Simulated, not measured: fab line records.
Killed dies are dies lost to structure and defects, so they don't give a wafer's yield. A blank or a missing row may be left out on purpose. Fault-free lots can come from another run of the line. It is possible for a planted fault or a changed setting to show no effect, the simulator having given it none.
What tool caused it?	flow nand harc	13 lots, 39 wafers sampled, at 6 steps of a route of 1302

## WHAT THE GAUGES SHOWED, per wafer
NHARC_A_ONON_D2_THK_MEAS_02: measures by ellipsometry. Usual: thk nm at 998 nm, with a standard deviation of 11.
lot	measured	on	thk nm (nm)	flag
L352	day 12 11:25	film metro-02	995 995 994	
L354	day 13 08:13	film metro-02	999 999 997	
L355	day 13 13:54	film metro-01	995 994 993	
L356	day 14 06:33	film metro-02	1002 1001 1001	
L359	day 15 11:56	film metro-01	982 983 981	
L358	day 15 12:22	film metro-01	995 994 995	
L362	day 16 21:23	film metro-01	977 976 976	
L364	day 17 02:58	film metro-01	981 980 981	
L369	day 19 14:09	film metro-02	996 995 998	
L371	day 21 01:06	film metro-01	999 999 1001	
L372	day 21 01:08	film metro-01	1005 1006 1007	
L373	day 21 06:38	film metro-01	983 985 983	
L375	day 21 20:41	film metro-01	1009 1010 1009	

NHARC_A_ONON_D2_THK_MEAS_14: measures by ellipsometry. Usual: thk nm at 1002 nm, with a standard deviation of 8.4.
lot	measured	on	thk nm (nm)	flag
L352	day 12 13:41	film metro-02	994 992 993	
L354	day 13 10:30	film metro-01	1005 1006 1005	
L355	day 13 16:09	film metro-02	989 989 989	
L356	day 14 09:05	film metro-02	1005 1004 1004	
L359	day 15 14:11	film metro-02	1003 1005 1006	
L358	day 15 14:38	film metro-01	1002 1001 1002	
L362	day 16 23:39	film metro-01	1014 1014 1015	
L364	day 17 05:13	film metro-01	1006 1004 1005	
L369	day 19 16:26	film metro-01	1009 1011 1009	
L371	day 21 03:22	film metro-01	1019 1019 1020	
L372	day 21 03:25	film metro-02	1000 999 1001	
L373	day 21 08:54	film metro-02	980 983 981	
L375	day 21 22:57	film metro-01	996 997 996	

NHARC_A_ONON_D2_THK_MEAS_30: measures by ellipsometry. Usual: thk nm at 996 nm, with a standard deviation of 9.7.
lot	measured	on	thk nm (nm)	flag
L352	day 13 00:14	film metro-01	1007 1003 1006	
L354	day 13 20:09	film metro-01	993 994 993	
L355	day 14 02:08	film metro-01	994 994 994	
L356	day 14 19:02	film metro-02	1011 1012 1010	
L359	day 16 00:12	film metro-01	979 979 978	
L358	day 16 00:11	film metro-02	1000 1000 1000	
L362	day 17 09:50	film metro-01	938 940 939	OFF
L364	day 17 14:49	film metro-02	927 929 929	OFF
L369	day 20 02:47	film metro-02	994 993 994	
L371	day 21 13:10	film metro-02	1005 1006 1007	
L372	day 21 13:10	film metro-01	1006 1009 1010	
L373	day 21 19:44	film metro-02	995 996 995	
L375	day 22 08:37	film metro-01	979 977 979	

NHARC_END_SORT_01. Usual: killed at array 45, standard deviation 18; killed at other 0.9, standard deviation 1.3; killed at periphery 3.7, standard deviation 2.2; killed dies 50, standard deviation 18; killed open 3.2, standard deviation 1.9; killed short 2.4, standard deviation 1.6.
lot	measured	on	killed at array	killed at other	killed at periphery	killed dies	killed open	killed short	flag
L352	day 24 20:38	prober-02	44 66 57	0 2 2	9 4 4	53 72 63	2 3 1	4 2 3	
L354	day 25 03:10	prober-01	45 41 38	0 0 0	5 3 3	50 44 41	4 2 4	3 3 5	
L355	day 25 05:16	prober-02	28 45 31	0 1 0	1 4 2	29 50 33	1 5 6	2 7 1	
L371	day 32 22:50	prober-02	63 51 61	3 1 1	1 5 2	67 57 64	2 4 5	0 3 2	
L375	day 33 05:45	prober-02	72 49 75	0 1 0	5 3 4	77 53 79	3 2 3	2 1 4	

## WHAT TOOL EACH LOT RAN ON (gives the tool, then ch and the chambers of the sampled wafers, and finally the start)
lot	NHARC_A_ONON_D2_DEP_28	NHARC_A_CHANNEL_HOLE_D2_DEP_01
L352	pecvd onon-01 ch 0, day 12 23:43	pecvd-03 ch 0,2, day 13 07:02
L354	pecvd onon-03 ch 0, day 13 19:41	pecvd-03 ch 1,2, day 14 05:10
L355	pecvd onon-03 ch 0, day 14 01:41	pecvd-04 ch 1,2, day 14 07:53
L356	pecvd onon-03 ch 0, day 14 18:32	pecvd-01 ch 0,1, day 14 21:46
L359	pecvd onon-01 ch 0, day 15 23:45	pecvd-04 ch 0,2, day 16 05:49
L358	pecvd onon-03 ch 0, day 15 23:44	pecvd-03 ch 0,1, day 16 05:12
L362	pecvd onon-03 ch 0, day 17 09:19	pecvd-04 ch 0,2, day 17 12:22
L364	pecvd onon-03 ch 0, day 17 14:18	pecvd-04 ch 0,2, day 17 18:37
L369	pecvd onon-04 ch 0, day 20 02:19	pecvd-01 ch 0,1, day 20 05:26
L371	pecvd onon-03 ch 0, day 21 12:43	pecvd-01 ch 0,1,2, day 21 15:40
L372	pecvd onon-01 ch 0, day 21 12:43	pecvd-03 ch 1,2, day 21 15:41
L373	pecvd onon-01 ch 0, day 21 19:13	pecvd-04 ch 1,2, day 21 22:18
L375	pecvd onon-04 ch 0, day 22 08:06	pecvd-04 ch 0,1,2, day 22 12:04
- NHARC_A_ONON_D2_DEP_28: target thk 1000 nm.
- NHARC_A_CHANNEL_HOLE_D2_DEP_01: deposits SiON, target thk 140 nm.

## WHAT THE TOOLS THEMSELVES READ (means of the sampled wafers that have a number; where no wafer has one, the mark that the record gives instead)
NHARC_A_ONON_D2_DEP_28. Usual: susceptor temp C at 400.00 C, with a standard deviation of 0.21.
lot	tool	susceptor temp C (C)	flag
L352	pecvd onon-01	400.01	
L354	pecvd onon-03	399.82	
L355	pecvd onon-03	400.07	
L356	pecvd onon-03	400.05	
L359	pecvd onon-01	399.86	
L358	pecvd onon-03	400.16	
L362	pecvd onon-03	400.44	
L364	pecvd onon-03	399.81	
L369	pecvd onon-04	399.86	
L371	pecvd onon-03	399.83	
L372	pecvd onon-01	400.01	
L373	pecvd onon-01	399.91	
L375	pecvd onon-04	399.96	

NHARC_A_CHANNEL_HOLE_D2_DEP_01. Usual: heater power w 767 W, standard deviation 79; susceptor temp C 400.00 C, standard deviation 0.25.
lot	tool	heater power w (W)	susceptor temp C (C)	flag
L352	pecvd-03	761	400.10	
L354	pecvd-03	742	400.13	
L355	pecvd-04	821	399.97	
L356	pecvd-01	820	400.34	
L359	pecvd-04	756	400.14	
L358	pecvd-03	789	399.96	
L362	pecvd-04	851	399.70	
L364	pecvd-04	820	399.82	
L369	pecvd-01	704	400.01	
L371	pecvd-01	731	399.85	
L372	pecvd-03	807	399.91	
L373	pecvd-04	713	399.98	
L375	pecvd-04	815	399.87	

## THE ANSWER, worked out from the rows above alone
Rule: take the mean of a lot's wafers that have a number; if it is more than 3 standard deviations from the usual mean, the lot is off. Also off: a lot with no number at a reading for which 4 or more lots have one. All remaining lots with rows at the step are treated as sound. The gauges are gone through in route order, then the tools' own readings, and for those a lot's mean is taken as printed above. At the first step where some lot is off, the reading lying furthest off is the one used; lots without a number count as furthest.
Off, at NHARC_A_ONON_D2_THK_MEAS_30 on thk nm: L362, L364.
A tool fits if, at a process step before that reading, it ran every lot that is off, and no sound lot after the first of them. Those tools and the gauges at NHARC_A_ONON_D2_THK_MEAS_30 are tried in the same way. None of those tried fits.

## WHAT THE SIMULATOR HAD PUT IN
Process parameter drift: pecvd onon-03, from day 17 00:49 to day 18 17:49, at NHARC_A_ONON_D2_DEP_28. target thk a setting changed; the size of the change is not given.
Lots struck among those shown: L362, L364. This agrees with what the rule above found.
